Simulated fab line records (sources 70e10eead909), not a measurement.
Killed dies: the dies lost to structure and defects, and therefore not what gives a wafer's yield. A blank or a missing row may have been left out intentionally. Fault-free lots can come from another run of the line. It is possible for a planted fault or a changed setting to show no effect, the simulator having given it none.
fab line records	flow nand_harc
[record] lots = 6	wafers = 18	last_day = 33
route steps=1302 shown A_M1@1181
lots untouched by any fault: they come from a run of this same line in which no faults occurred
start_h: hours from the record's first day to the start of the lot's first wafer shown	wait_h: hours since the lot's step before	" unchanged from the row above	L1.1+2: a single row standing in for several wafers	- no value, or no start given	* or withheld: withheld	< > ~ a bound
route shown NAME@n: a module of which the file shows steps, and the number in the route of the first	usual: average and standard deviation across the fault-free wafers	same: alike in all rows	chamber/n: place in a boat	sites: the reading at each site	_std_site: the values' standard deviation	_edge_site: mean of outer sites minus mean of inner sites	radius_mm: how far each site lies from the wafer's centre	mask NAME#n: copy n	behind: the last tool/chamber to shape the wafer	hold: why the lot was held/for how many hours/how that ended	device: names the non-switching transistor (n, p or np)	end of line: the tests these same wafers got at the end of their route	a step without rows: its recipe alone	killed: count of dies lost to structure and defects at first sort (not the wafer's yield)	map: the dies of a wafer, with x for killed, . for not killed, _ for no die there
set.NAME: the setting as run; set.NAME@STEP: as run at that earlier step	model.NAME: the simulator's own value behind a step, which no gauge read
certain route steps with their lots: each step a table, each wafer a row
services: when a tool's chamber went out of use (start_h, in hours from the record's first day, below 0 if earlier), for how many hours, and the reason
[[steps]]
[step NHARC_A_M1_INSPECT_11]
[usual] raw_defect_count = 93/40
lot.wafer	tool	chamber	start_h	wait_h	raw_defect_count
L602.1	defect_inspect-02	-	522.78	0.0	60
L602.2	"	-	"	"	78
L602.6	"	-	"	"	57
L608.1	defect_inspect-01	-	611.74	0.0	36
L608.4	"	-	"	"	35
L608.5	"	-	"	"	34
L612.2	defect_inspect-01	-	652.00	0.0	81
L612.4	"	-	"	"	65
L612.6	"	-	"	"	64
L617.1	defect_inspect-01	-	704.05	0.0	112
L617.2	"	-	"	"	114
L617.6	"	-	"	"	96
L622.1	defect_inspect-02	-	728.49	0.0	141
L622.5	"	-	"	"	143
L622.6	"	-	"	"	161
L624.2	defect_inspect-01	-	759.47	0.0	150
L624.3	"	-	"	"	152
L624.4	"	-	"	"	132
[step NHARC_A_M1_DESCUM_14]
[recipe] time_s = 3	o2_flow_sccm = 200	ar_flow_sccm = 0	bias_power_w = 0	chemistry = O2
[usual] drypump_motor_current_A = 5.8/0.59	oes_product_au = 1.001/0.0081	rf_vpp_V = 57.8/0.94	showerhead_plenum_p_Torr = 1.90/0.098	throttle_valve_pct = 11.312/0.0097
lot.wafer	tool	chamber	start_h	wait_h	drypump_motor_current_A	oes_product_au	rf_hours_counter_h	rf_vpp_V	showerhead_plenum_p_Torr	throttle_valve_pct
L602.2	rie_diel-03	1	522.85	0.1	5.8	0.998	2.3	56.8	1.77	11.308
L602.1	"	2	"	"	5.3	0.995	1.8	56.8	1.99	11.307
L602.6	"	1	"	"	5.8	1.002	-	56.0	1.77	11.312
L608.4	rie_diel-08	0	611.80	0.1	5.7	0.994	2.9	59.0	1.98	11.311
L608.1	"	3	"	"	6.7	0.999	3.0	57.9	1.78	11.312
L608.5	"	1	"	"	5.7	1.002	-	56.8	1.78	11.318
L612.4	rie_diel-01	3	652.07	0.1	4.7	0.998	1.8	58.0	1.98	11.310
L612.2	"	0	"	"	5.8	0.987	1.7	56.4	1.88	11.311
L612.6	"	3	"	"	4.7	1.001	-	57.5	1.98	11.314
L617.2	rie_diel-08	1	704.11	0.1	5.8	1.000	7.7	59.2	1.77	11.315
L617.1	"	3	"	"	6.7	1.004	8.2	57.6	1.78	11.313
L617.6	"	2	"	"	6.0	1.005	-	56.9	1.77	11.297
L622.1	rie_diel-01	0	728.55	0.1	5.8	1.004	4.9	57.0	1.88	11.295
L622.5	"	0	"	"	5.8	0.989	-	57.0	1.88	11.308
L622.6	"	2	"	"	6.1	0.998	-	58.4	2.06	11.308
L624.2	rie_diel-08	3	759.54	0.1	6.7	0.998	1.4	56.6	1.78	11.312
L624.3	"	0	"	"	5.7	1.027	1.5	59.5	1.97	11.316
L624.4	"	1	"	"	5.7	1.006	1.3	58.2	1.77	11.304
[step NHARC_A_M1_ETCH_35]
[recipe] target_depth_a = 400	overetch_a = 120	time_s = 43.94	ion_energy_ev = 200	n2_flow_sccm = 150	h2_flow_sccm = 150	ar_flow_sccm = 0	rf_w = 400	bias_w = 150	chemistry = N2/H2
[step NHARC_A_M1_ETCH_15]
[recipe] target_depth_a = 1825	time_s = 91.2	c4f8_flow_sccm = withheld	ar_flow_sccm = 400	rf_w = 600	bias_w = 300	chemistry = C4F8/Ar
[usual] oes_product_au = 0.956/0.019	rf_vpp_V = 440/3.4
lot.wafer	tool	chamber	start_h	wait_h	oes_product_au	rf_hours_counter_h	rf_vpp_V
L602.2	rie_diel-03	0	-	-	0.950	2.1	441
L602.1	"	2	"	"	0.967	1.8	441
L602.6	"	3	"	"	0.969	-	441
L608.1	rie_diel-08	1	-	-	0.927	2.9	437
L608.4	"	2	"	"	0.927	3.0	435
L608.5	"	0	"	"	0.924	-	443
L612.4	rie_diel-01	1	-	-	0.972	1.6	442
L612.2	"	2	"	"	0.958	1.6	446
L612.6	"	1	"	"	0.971	-	443
L617.2	rie_diel-08	3	-	-	0.920	8.2	436
L617.1	"	2	"	"	0.927	8.2	436
L617.6	"	0	"	"	0.931	-	441
L622.1	rie_diel-01	0	728.82	0.1	0.949	5.0	439
L622.6	"	2	"	"	0.943	-	445
L622.5	"	0	"	"	0.946	-	439
L624.3	rie_diel-08	2	-	-	0.960	1.2	435
L624.4	"	3	"	"	0.951	1.5	437
L624.2	"	0	"	"	0.970	1.6	442
[step NHARC_A_M1_CD_MEAS_16]
[usual] cd_nm = 119.7/0.63
lot.wafer	tool	chamber	start_h	wait_h	cd_nm
L602.1	cd_sem-01	-	523.14	-	120.6
L602.2	"	-	"	"	120.5
L602.6	"	-	"	"	120.4
L608.1	cd_sem-02	-	612.11	-	119.2
L608.4	"	-	"	"	119.7
L608.5	"	-	"	"	119.7
L612.2	cd_sem-01	-	652.37	-	119.2
L612.4	"	-	"	"	120.1
L612.6	"	-	"	"	119.2
L617.1	cd_sem-03	-	704.42	-	120.0
L617.2	"	-	"	"	119.3
L617.6	"	-	"	"	120.3
L622.1	cd_sem-02	-	728.99	0.1	120.0
L622.5	"	-	"	"	119.2
L622.6	"	-	"	"	119.9
L624.2	cd_sem-01	-	759.83	-	118.7
L624.3	"	-	"	"	118.7
L624.4	"	-	"	"	119.2
[step NHARC_A_M1_STRIP_18]
[recipe] power_w = 1000	n2_flow_sccm = 150	h2_flow_sccm = 150	ar_flow_sccm = 0	bias_w = 0	chemistry = N2/H2
[step NHARC_A_M1_ETCH_28]
[recipe] target_depth_a = 300	over_etch_frac = 0.3	time_s = 72.99	ion_energy_ev = 150	cf4_flow_sccm = 50	n2_flow_sccm = 100	ar_flow_sccm = 150	rf_w = 300	bias_w = 100	chemistry = CF4/N2
[usual] drypump_motor_current_A = 5.8/0.57	oes_product_au = 0.999/0.0069	rf_vpp_V = 314.0/2.4	showerhead_plenum_p_Torr = 2.62/0.13	throttle_valve_pct = 19.794/0.0088
lot.wafer	tool	chamber	start_h	wait_h	drypump_motor_current_A	oes_product_au	rf_hours_counter_h	rf_vpp_V	showerhead_plenum_p_Torr	throttle_valve_pct
L602.2	rie_diel-01	3	-	-	4.7	1.007	4.2	316.7	2.71	19.788
L602.1	"	2	"	"	6.1	0.999	5.0	317.4	2.82	19.785
L602.6	"	0	"	"	5.8	1.001	-	312.7	2.58	19.805
L608.4	rie_diel-03	3	-	-	6.2	1.001	7.6	313.5	2.66	19.791
L608.1	"	0	"	"	5.0	0.990	7.6	313.2	2.66	19.807
L608.5	"	3	"	"	6.2	0.999	-	314.9	2.66	19.805
L612.2	rie_diel-08	2	-	-	6.0	1.007	5.5	309.7	2.44	19.792
L612.4	"	0	"	"	5.6	0.991	5.4	314.5	2.71	19.808
L612.6	"	2	"	"	6.0	0.991	-	308.7	2.44	19.803
L617.2	rie_diel-01	1	-	-	6.6	0.995	3.7	315.4	2.72	19.796
L617.1	"	3	"	"	4.7	1.002	3.7	316.3	2.71	19.766
L617.6	"	0	"	"	5.8	0.985	-	313.0	2.58	19.795
L622.1	rie_diel-03	2	-	-	5.3	1.001	5.8	316.5	2.72	19.795
L622.6	"	1	"	"	5.8	0.994	-	310.2	2.44	19.783
L622.5	"	2	"	"	5.3	0.991	-	315.5	2.72	19.784
L624.2	rie_diel-03	0	-	-	5.0	0.988	9.0	314.7	2.66	19.787
L624.3	"	1	"	"	5.8	0.991	-	310.1	2.44	19.799
L624.4	"	0	"	"	5.0	1.000	-	314.7	2.66	19.777
[step NHARC_A_M1_STRIP_19]
[recipe] time_s = 600	temp_c = 30	chemistry = post_etch_residue_remover
[step NHARC_A_M1_DEGAS_29]
[recipe] temp_c = 250	time_s = 60
[step NHARC_A_M1_PRE_CLEAN_30]
[recipe] time_s = 30	temp_c = 280	gas = H2/He
[usual] heater_power_w = 437/36
lot.wafer	tool	chamber	start_h	wait_h	heater_power_w
L602.1	pvd_sputter-01	-	-	-	463
L602.2	"	-	"	"	444
L602.6	"	-	"	"	517
L608.4	pvd_sputter-01	-	-	-	425
L608.1	"	-	"	"	499
L608.5	"	-	"	"	407
L612.2	pvd_sputter-02	-	-	-	459
L612.4	"	-	"	"	412
L612.6	"	-	"	"	382
L617.1	pvd_sputter-01	-	-	-	476
L617.2	"	-	"	"	510
L617.6	"	-	"	"	415
L622.1	pvd_sputter-01	-	-	-	515
L622.5	"	-	"	"	425
L622.6	"	-	"	"	470
L624.4	pvd_sputter-02	-	-	-	365
L624.2	"	-	"	"	401
L624.3	"	-	"	"	456
[step NHARC_A_M1_PVD_20]
[recipe] target_thk_a = 50	bias_v = 168.6	power_w = 15000	chamber_pressure_pa = 0.12	time_s = 8.06	substrate_temp_c = 50	material = TaN
[step NHARC_A_M1_PVD_21]
[recipe] target_thk_a = 300	chamber_pressure_pa = 5	power_w = 5000	substrate_temp_c = 30	time_s = 20.49	material = Cu
[usual] throttle_valve_pct = 29.9/1.2
lot.wafer	tool	chamber	start_h	wait_h	throttle_valve_pct
L602.1	pvd_sputter-01	-	-	-	28.3
L602.2	"	-	"	"	28.1
L602.6	"	-	"	"	28.5
L608.1	pvd_sputter-01	-	-	-	30.1
L608.4	"	-	"	"	30.4
L608.5	"	-	"	"	29.9
L612.2	pvd_sputter-02	-	-	-	31.4
L612.4	"	-	"	"	29.3
L612.6	"	-	"	"	32.0
L617.2	pvd_sputter-01	-	-	-	29.5
L617.1	"	-	"	"	28.0
L617.6	"	-	"	"	30.0
L622.1	pvd_sputter-01	-	-	-	30.4
L622.6	"	-	"	"	30.5
L622.5	"	-	"	"	29.3
L624.4	pvd_sputter-02	-	-	-	31.7
L624.3	"	-	"	"	29.3
L624.2	"	-	"	"	31.8
[step NHARC_A_M1_ECD_22]
[recipe] target_thk_a = 4000	bath_temp_c = 25	material = Cu
lot.wafer	tool	chamber	start_h	wait_h
L602.2+1+6	ecd_cu-01	1,0,1	524.31	-
L608.1+4+5	ecd_cu-01	0,1,1	613.19	-
L612.2+4+6	ecd_cu-01	1,1,0	653.50	-
L617.2+1+6	ecd_cu-02	1,0,1	705.57	-
L622.1+6+5	ecd_cu-02	0,1,0	730.11	-
L624.2+4+3	ecd_cu-01	1,0,1	761.04	-
[step NHARC_A_M1_ANNEAL_31]
[recipe] temp_c = 225	time_s = 90
[step NHARC_A_M1_CMP_23]
[recipe] t_overpolish_s = 20	target_thk_nm = 154.34
[usual] motor_current_A = 12.0/1.3	time_to_endpoint_s = 28.6/2.3
lot.wafer	tool	chamber	start_h	wait_h	motor_current_A	time_to_endpoint_s
L602.1	cmp-02	2	525.02	-	12.9	26.9
L602.2	"	0	"	"	11.1	26.5
L602.6	"	3	"	"	12.9	27.3
L608.4	cmp-02	0	613.98	-	10.7	28.1
L608.1	"	1	"	"	11.0	28.5
L608.5	"	2	"	"	12.4	14.2
L612.4	cmp-01	3	654.20	-	13.3	31.3
L612.2	"	1	"	"	13.6	30.9
L612.6	"	3	"	"	13.3	14.9
L617.1	cmp-03	2	706.32	-	13.0	29.6
L617.2	"	0	"	"	11.9	25.2
L617.6	"	2	"	"	11.9	30.7
L622.1	cmp-01	3	730.77	-	13.8	28.3
L622.6	"	3	"	"	13.3	27.5
L622.5	"	0	"	"	10.4	27.0
L624.2	cmp-03	0	761.72	-	11.2	28.0
L624.3	"	1	"	"	10.9	27.2
L624.4	"	3	"	"	11.5	28.9
[[services]]
tool	chamber	start_h	hours	kind
rie_diel-01	1	502.91	4.8	repair
ecd_cu-01	-	506.33	0.3	repair
ecd_cu-01	-	512.15	8.0	pm
rie_diel-01	1	516.74	14.3	repair
rie_diel-01	2	526.54	5.2	repair
rie_diel-08	-	544.80	9.0	pm
rie_diel-01	-	557.87	9.0	pm
pvd_sputter-01	-	582.00	10.0	pm
pvd_sputter-01	-	615.47	4.1	repair
rie_diel-03	-	635.30	9.0	pm
pvd_sputter-01	-	681.56	3.2	repair
rie_diel-08	-	690.97	0.2	repair
rie_diel-01	2	700.60	8.2	repair
pvd_sputter-01	-	706.84	2.3	repair
rie_diel-08	3	709.80	1.3	repair
rie_diel-08	-	719.06	0.6	repair
rie_diel-08	-	721.80	9.0	pm
rie_diel-01	1	726.75	3.6	repair
rie_diel-01	3	728.37	3.3	repair
pvd_sputter-01	-	730.99	5.3	repair
rie_diel-01	-	734.87	9.0	pm
rie_diel-03	2	754.36	29.3	repair
pvd_sputter-01	-	760.00	10.0	pm
rie_diel-08	0	761.38	6.2	repair
[[key]]
[first_sign] step = NHARC_A_M1_CMP_23	reading = time_to_endpoint_s	direction = down	sigmas = 6.2	usual = *	struck = *
effect none on later readings
met_at NHARC_A_M1_ECD_22
struck_wafers L608.5,L612.6
later_rows_left_out L608.5,L612.6
sort_left_out L608.5,L612.6
onset_between 524.31 613.19
[fault] kind = process_parameter_drift	tool = ecd_cu-01	chamber = -	onset_h = 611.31	steps = NHARC_A_M1_ECD_22	channel = target_thk_a	offset = *	shape = step	end_h = 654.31	scope = struck_wafers_only	acts_in = *	stated = *
// sort_left_out: the simulated sort isn't trusted on such a fault, so these wafers' sort isn't shown, and their yield isn't known
// later_rows_left_out: the simulator's readings of these wafers behind a module that went badly wrong aren't trusted and aren't shown, but for the sort
